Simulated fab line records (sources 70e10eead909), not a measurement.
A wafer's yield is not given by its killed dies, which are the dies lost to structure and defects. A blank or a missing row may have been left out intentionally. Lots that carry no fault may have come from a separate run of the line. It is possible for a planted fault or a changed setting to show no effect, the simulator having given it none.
Matching of chambers :: flow nand harc :: NHARC_A_CONTACT_DEP_29 on pecvd-04: 3 sister chambers
The step deposits SiON, target thk 100 nm. 3 wafers are shown with their chamber, then 7 later ones without.

WAFERS, EACH WITH ITS CHAMBER
wafer: L086.6
chamber: 2
heater power w (W): 690

wafer: L087.2
chamber: 0
heater power w (W): 707

wafer: L087.4
chamber: 1
heater power w (W): 727

WAFERS WITH NO CHAMBER GIVEN
wafer: L087.5
heater power w (W): 704

wafer: L093.1
heater power w (W): 692

wafer: L093.4
heater power w (W): 677

wafer: L093.5
heater power w (W): 714

wafer: L094.1
heater power w (W): 764

wafer: L094.2
heater power w (W): 683

wafer: L094.4
heater power w (W): 758

CHAMBER TAKEN BY EACH
wafer: L087.5
from the rows above: can't be placed: 0 or 2 or 1
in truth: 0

wafer: L093.1
from the rows above: can't be placed: 2 or 0 or 1
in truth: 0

wafer: L093.4
from the rows above: can't be placed: 2 or 0 or 1
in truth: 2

wafer: L093.5
from the rows above: can't be placed: 0 or 1 or 2
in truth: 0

wafer: L094.1
from the rows above: can't be placed: 1 or 0 or 2
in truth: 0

wafer: L094.2
from the rows above: can't be placed: 2 or 0 or 1
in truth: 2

wafer: L094.4
from the rows above: can't be placed: 1 or 0 or 2
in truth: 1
0 of 7 placed correctly. Cannot be placed on the basis of these rows: 7; the candidates contain the true chamber in 7. Wrongly placed: 0.
How it was worked out, from the rows above alone: a wafer's distance from a chamber is the root of the sum, over the readings, of the square of ((its reading less the chamber's mean) divided by the reading's scatter). If the next closest chamber is less than 2 further off than the closest, the wafer can't be placed; otherwise it belongs to the closest. For every chamber, the mean is computed from those of its wafers that are shown. The scatter (one wafer shown for each chamber): square how far every hidden wafer sits from the nearest shown wafer, average those squares and take the square root.
